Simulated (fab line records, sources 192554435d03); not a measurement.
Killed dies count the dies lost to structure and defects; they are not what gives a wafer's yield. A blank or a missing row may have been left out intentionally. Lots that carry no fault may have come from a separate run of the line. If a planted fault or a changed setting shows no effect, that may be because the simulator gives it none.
fab line records -- flow n5-finfet
[record] lots = 4, wafers = 12, last-day = 18
route steps=1938 shown BEOL_M14@1731 PASSIVATION@1936
lots that met no fault: from a run of the same line without faults
start-h: start of the lot's first displayed wafer, in hours after the record's first day -- wait-h: hours elapsed since this lot's preceding step -- " as in the row above -- L1.1+2: one row covering several wafers at once -- - value missing, or start not given -- * or withheld: withheld -- < > ~ a bound
route shown NAME@n: names a module that has steps shown in the file, with the first one's number in the route -- usual: average and standard deviation across the fault-free wafers -- same: alike in all rows -- chamber/n: place in a boat -- sites: readings site by site -- _std_site: their standard deviation -- _edge_site: the outer-site mean with the inner-site mean subtracted -- radius-mm: for every site, how far away it sits from the centre of the wafer -- mask NAME#n: copy n -- behind: tool/chamber where the wafer was last shaped -- hold: why the lot was held/for how many hours/how that ended -- device: whichever transistor did not switch (one of n, p or np) -- end of line: at the end of the route, the tests of the same wafers -- a step given without rows: its recipe and nothing more -- killed: count of dies lost to structure and defects at first sort (not the wafer's yield) -- map: dies across one wafer; x = killed, . = not, _ = none there
set.NAME: the run value of the setting; set.NAME@STEP: its run value at that earlier step -- model.NAME: the simulator's own value behind a step, which no gauge read
certain route steps with their lots: each step a table, each wafer a row
services: the hour from which a tool's chamber was out of use, counted from the record's first day as start-h (under 0 if before that day), plus the number of hours and why
[[steps]]
[step N5_BEOL_M14_VIA_ETCH_16]
[recipe] chemistry = C4F8/O2/Ar, target = SiO2, he-inner-torr = 15, he-outer-torr = 30, target-depth-a = 12313, time-s = withheld, ion-energy-ev = 800, pressure-mtorr = 20, source-w = 1905, bias-w = 2040, Ar_flow_sccm = 400, C4F8_flow_sccm = 16, O2_flow_sccm = 12, ends = cleared
[step N5_BEOL_M14_STRIP_63]
[recipe] chemistry = O2, power-w = 600, temp-c = 60, pressure-mtorr = 30, rf-frequency-hz = 6e+07, bias-power-w = 0, overash-fraction = 0.3, o2-flow-sccm = 225
[step N5_BEOL_M14_STRIP_64]
[recipe] chemistry = O2, power-w = 600, temp-c = 60, pressure-mtorr = 30, rf-frequency-hz = 6e+07, bias-power-w = 0, overash-fraction = 0.3, o2-flow-sccm = 225
[step N5_BEOL_M14_STRIP_71]
[recipe] chemistry = post-etch-residue-remover, time-s = 60, temp-c = 25, remover-ph = withheld, remover-water-wt-pct = withheld, remover-fluoride-wt-pct = withheld
[step N5_BEOL_M14_SRD_72]
[recipe] time-s = 30, temp-c = 23, rinse-liquid = diw, dry = n2-spin, spin-rpm = 1500, dry-time-s = 30
[step N5_BEOL_M14_COAT_65]
[recipe] resist = SOC, temp-c = 250, time-s = 60, spin-rpm = 1500, resist-thk-nm = 450
[step N5_BEOL_M14_COAT_66]
[recipe] resist = SiARC, temp-c = 220, time-s = 60, spin-rpm = 1500, resist-thk-nm = 110
[step N5_BEOL_M14_COAT_22]
[recipe] spin-rpm = 2888, resist-thk-nm = 300
[step N5_BEOL_M14_EBR_24]
[recipe] solvent = PGMEA, ebr-width-mm = 1.5
[step N5_BEOL_M14_SOFTBAKE_23]
[recipe] temp-c = 130, time-s = 60
[step N5_BEOL_M14_EXPOSE_25]
[recipe] mask-id = M14, na = 0.8, source-shape = annular, sigma-inner = 0.5, sigma-outer = 0.8, polarization = unpolarized, target-cd-nm = 280, dose-mj = 26.6
[step N5_BEOL_M14_PEB_26]
[recipe] peb-temp-c = 130, peb-time-s = 90
[usual] plate-temp-C = 129.95/0.14
lot.wafer,tool,chamber,start-h,wait-h,plate-temp-C
L304.1,litho-track-05,0,249.89,0.1,130.00
L304.2,litho-track-05,0,249.89,0.1,129.93
L304.3,litho-track-05,0,249.89,0.1,130.01
L320.1,litho-track-05,0,357.53,0.1,128.98
L320.2,litho-track-05,0,357.53,0.1,129.23
L320.6,litho-track-05,0,357.53,0.1,128.96
L323.1,litho-track-05,0,374.32,0.1,129.01
L323.5,litho-track-05,0,374.32,0.1,128.77
L323.6,litho-track-05,0,374.32,0.1,128.78
L325.1,litho-track-04,0,395.73,0.1,129.85
L325.5,litho-track-04,0,395.73,0.1,130.02
L325.6,litho-track-04,0,395.73,0.1,129.97
[step N5_BEOL_M14_DEVELOP_27]
[recipe] develop-time-s = 45, rinse-liquid = diw, dry = air-spin, dev-temp-c = 21
[step N5_BEOL_M14_HARDBAKE_32]
[recipe] temp-c = 130, time-s = 120
[step N5_BEOL_M14_CD_MEAS_28]
[recipe] target-cd-nm = 284.4, landing-energy-ev = 500, detector = se-inlens
[usual] cd-nm = 283.4/1.5
lot.wafer,tool,chamber,start-h,wait-h,cd-nm
L304.1,cd-sem-01,0,250.01,-,282.6
L304.2,cd-sem-01,0,250.01,-,283.4
L304.3,cd-sem-01,0,250.01,-,282.6
L320.1,cd-sem-03,0,357.64,-,278.8
L320.2,cd-sem-03,0,357.64,-,278.0
L320.6,cd-sem-03,0,357.64,-,279.2
L323.1,cd-sem-03,0,374.43,-,276.8
L323.5,cd-sem-03,0,374.43,-,275.1
L323.6,cd-sem-03,0,374.43,-,279.1
L325.1,cd-sem-01,0,395.85,-,283.3
L325.5,cd-sem-01,0,395.85,-,284.4
L325.6,cd-sem-01,0,395.85,-,285.2
[step N5_BEOL_M14_DESCUM_33]
[recipe] chemistry = O2, time-s = 7.9, source-power-w = 50, bias-power-w = 20, pressure-mtorr = 20, rf-frequency-hz = 2.712e+07, temp-c = 40, o2-flow-sccm = 225
[usual] drypump-motor-current-A = 5.5/0.46, oes-product-au = 0.77/0.053, rf-fwd-power-W = 49.42/0.23, rf-vpp-V = 243.1/1.3, showerhead-plenum-p-Torr = 2.08/0.067, throttle-valve-pct = 20.45/0.25
lot.wafer,tool,chamber,start-h,wait-h,drypump-motor-current-A,oes-product-au,rf-fwd-power-W,rf-hours-counter-h,rf-vpp-V,showerhead-plenum-p-Torr,throttle-valve-pct,model.BEOL_M14.cd-nm
L304.1,rie-diel-02,0,250.10,0.0,5.4,0.70,49.18,179,244.4,2.07,20.52,282.2
L304.2,rie-diel-02,1,250.10,0.0,5.1,0.83,49.55,64,240.9,2.03,20.39,283.4
L304.3,rie-diel-02,3,250.10,0.0,5.4,0.75,49.15,171,244.4,2.19,20.62,282.4
L320.1,rie-diel-03,2,357.73,0.0,5.6,0.79,49.52,92,243.9,2.11,20.10,278.8
L320.2,rie-diel-03,1,357.73,0.0,6.1,0.81,49.09,103,242.9,2.12,20.26,278.2
L320.6,rie-diel-03,1,357.73,0.0,6.1,0.81,49.04,-,243.3,2.12,20.28,279.2
L323.1,rie-diel-03,2,374.79,0.3,5.6,0.79,49.35,98,242.8,2.11,20.13,277.2
L323.5,rie-diel-03,0,374.79,0.3,5.5,0.77,49.34,-,243.7,2.19,20.06,275.2
L323.6,rie-diel-03,1,374.79,0.3,6.1,0.81,49.25,-,245.0,2.11,20.27,279
L325.1,rie-diel-06,1,395.94,0.0,4.9,0.67,49.18,239,239.8,2.00,20.84,283.2
L325.5,rie-diel-06,0,395.94,0.0,6.3,0.78,49.51,-,242.2,2.01,20.54,284.2
L325.6,rie-diel-06,1,395.94,0.0,4.8,0.68,49.33,-,241.9,2.00,20.82,285.2
[step N5_BEOL_M14_ETCH_67]
[recipe] chemistry = CF4, target = SiARC, target-depth-a = 1430, time-s = 238.3, ion-energy-ev = 80, pressure-mtorr = 40, source-w = 545, bias-w = 36, Ar_flow_sccm = 100, cf4-flow-sccm = 100, ends = cleared
[step N5_BEOL_M14_ETCH_68]
[recipe] chemistry = N2/H2, target = SOC, mask-material = SiARC, source-w = 3000, bias-w = 350, temp-c = 40, time-s = 450, ion-energy-ev = 200, pressure-mtorr = 30, n2-flow-sccm = 200, h2-flow-sccm = 200
[step N5_BEOL_M14_STRIP_69]
[recipe] chemistry = N2/H2, temp-c = 40, n2-flow-sccm = 200, h2-flow-sccm = 200, rf-frequency-hz = 6e+07
[step N5_BEOL_M14_TRENCH_ETCH_34]
[recipe] chemistry = C4F8/O2/Ar, target = SiO2, target-depth-a = 5566.5, mask-material = SOC, he-inner-torr = 15, he-outer-torr = 30, time-s = 126.9, ion-energy-ev = 800, pressure-mtorr = 20, source-w = 1905, bias-w = 2040, Ar_flow_sccm = 400, C4F8_flow_sccm = 16, O2_flow_sccm = 12
[step N5_BEOL_M14_STRIP_70]
[recipe] chemistry = C4F8/O2/Ar, resist = SiARC, rf-frequency-hz = 6e+07
[step N5_BEOL_M14_STRIP_37]
[recipe] chemistry = O2, power-w = 600, temp-c = 60, pressure-mtorr = 30, rf-frequency-hz = 6e+07, bias-power-w = 0, overash-fraction = 0.3, o2-flow-sccm = 225
[step N5_BEOL_M14_ETCH_38]
[recipe] chemistry = CF4/N2, target = SiCN, target-depth-a = 1065, taper-deg = 2, time-s = 120.6, ion-energy-ev = 150, mask-material = SiO2, pressure-mtorr = 40, source-w = 430, bias-w = 70, Ar_flow_sccm = 100, cf4-flow-sccm = 60, n2-flow-sccm = 60
[usual] drypump-motor-current-A = 5.6/0.54, oes-product-au = 0.76/0.048, rf-fwd-power-W = 428.7/1.3, rf-vpp-V = 381.8/1.7, showerhead-plenum-p-Torr = 2.19/0.063, throttle-valve-pct = 15.45/0.23
lot.wafer,tool,chamber,start-h,wait-h,drypump-motor-current-A,oes-product-au,rf-fwd-power-W,rf-hours-counter-h,rf-vpp-V,showerhead-plenum-p-Torr,throttle-valve-pct,model.BEOL_M14.cd-nm
L304.1,rie-diel-02,2,-,-,5.1,0.87,426.8,55,381.2,2.15,15.55,277.2
L304.2,rie-diel-02,1,-,-,5.0,0.80,431.2,65,381.3,2.16,15.50,277.2
L304.3,rie-diel-02,0,-,-,5.4,0.69,428.6,181,382.0,2.20,15.70,279.2
L320.1,rie-diel-03,3,-,-,6.0,0.70,428.4,192,382.6,2.18,15.30,276.6
L320.2,rie-diel-03,1,-,-,6.1,0.81,428.0,104,383.2,2.23,15.31,272
L320.6,rie-diel-03,0,-,-,5.5,0.78,430.4,-,384.2,2.29,15.04,273.6
L323.1,rie-diel-06,3,-,-,6.6,0.75,428.8,153,381.8,2.21,15.66,272.2
L323.5,rie-diel-06,3,-,-,6.6,0.75,430.1,-,381.6,2.21,15.68,272.6
L323.6,rie-diel-06,2,-,-,5.4,0.74,428.2,-,380.5,2.13,15.58,273.6
L325.1,rie-diel-02,1,-,-,5.0,0.75,429.0,119,378.7,2.14,15.62,278.8
L325.5,rie-diel-02,3,-,-,5.4,0.70,428.2,-,384.8,2.27,15.67,277.8
L325.6,rie-diel-02,2,-,-,5.2,0.80,427.0,-,380.8,2.13,15.64,281.6
[step N5_BEOL_M14_PRECLEAN_39]
[recipe] chemistry = residue-remover, time-s = 60, temp-c = 40
[step N5_PASSIVATION_PROBE_49]
[usual] defect-limited-yield = 91.0/1.5, killed_at_M0_to_M3 = 33/9.4, killed_at_M4_up = 14/4.8, killed-at-contacts = 13/7.3, killed-at-front-end = 43/13, killed-at-other = 3.6/2.9, killed-dies = 106/18, killed-open = 69/13, killed-short = 35/8.2, sort_bin_5_function = 5.3/1, sort_bin_6_memory = 3.3/0.68, sort_bin_8_speed = 0.01/0.027, sort-n-pass = 1074/18, sort-yield-pct = 91.0/1.5
[same] gross-dies = 1180, killed-at-back-side = 0, sort_bin_4_leakage[%] = 0
lot.wafer,tool,chamber,start-h,wait-h,defect-limited-yield[%],killed_at_M0_to_M3,killed_at_M4_up,killed-at-contacts,killed-at-front-end,killed-at-other,killed-dies,killed-open,killed-short,sort_bin_5_function[%],sort_bin_6_memory[%],sort_bin_8_speed[%],sort-n-pass,sort-yield-pct[%]
L323.6,prober-01,-,400.60,0.3,89.8,29,9,32,48,2,120,80,37,5.7,3.9,0,1060,89.8
// killed by level:class
L323.6 MOL_CONTACT_COAG:geometric-particle:open=19 STI_FIN_REVEAL:geometric-particle:open=14 BEOL_M2:geometric-particle:open=13 MOL_CONTACT_COAG:geometric-particle:short=13 FIN_SAQP:geometric-particle:open=11 FIN_SAQP:geometric-particle:short=5 STARTING-WAFER:geometric-particle:short=4 BEOL_M0_SAQP:geometric-particle:short=4
[[services]]
tool,chamber,start-h,hours,kind
rie-diel-06,3,237.05,5.0,repair
rie-diel-03,3,307.60,7.1,repair
rie-diel-02,3,335.50,4.8,repair
rie-diel-06,2,362.62,4.0,repair
rie-diel-03,0,379.04,8.9,repair
[[key]]
[first-sign] step = N5_BEOL_M14_PEB_26, reading = plate-temp-C, direction = down, sigmas = 6.9, usual = *, struck = *
[effect] step = N5_BEOL_M14_CD_MEAS_28, reading = cd-nm, direction = down, sigmas = 3.8, usual = 283.4, struck = 277.8
[model-effect] step = N5_BEOL_M14_DESCUM_33, value = BEOL_M14.cd-nm, without = 283, struck = 277.9
[model-effect] step = N5_BEOL_M14_ETCH_38, value = BEOL_M14.cd-nm, without = 278.6, struck = 273.4
met-at N5_BEOL_M14_PEB_26
struck-wafers L320.1,L320.2,L320.6,L323.1,L323.5,L323.6
onset-between 249.89 357.53
[earlier-fault] kind = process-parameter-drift, tool = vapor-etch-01, chamber = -, onset-h = 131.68, steps = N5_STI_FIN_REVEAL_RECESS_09, channel = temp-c, offset = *, shape = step, acts-in = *, stated = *
[fault] kind = process-parameter-drift, tool = litho-track-05, chamber = -, onset-h = 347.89, steps = N5_BEOL_M14_PEB_26, channel = peb-temp-c, offset = *, shape = step, acts-in = *, stated = *
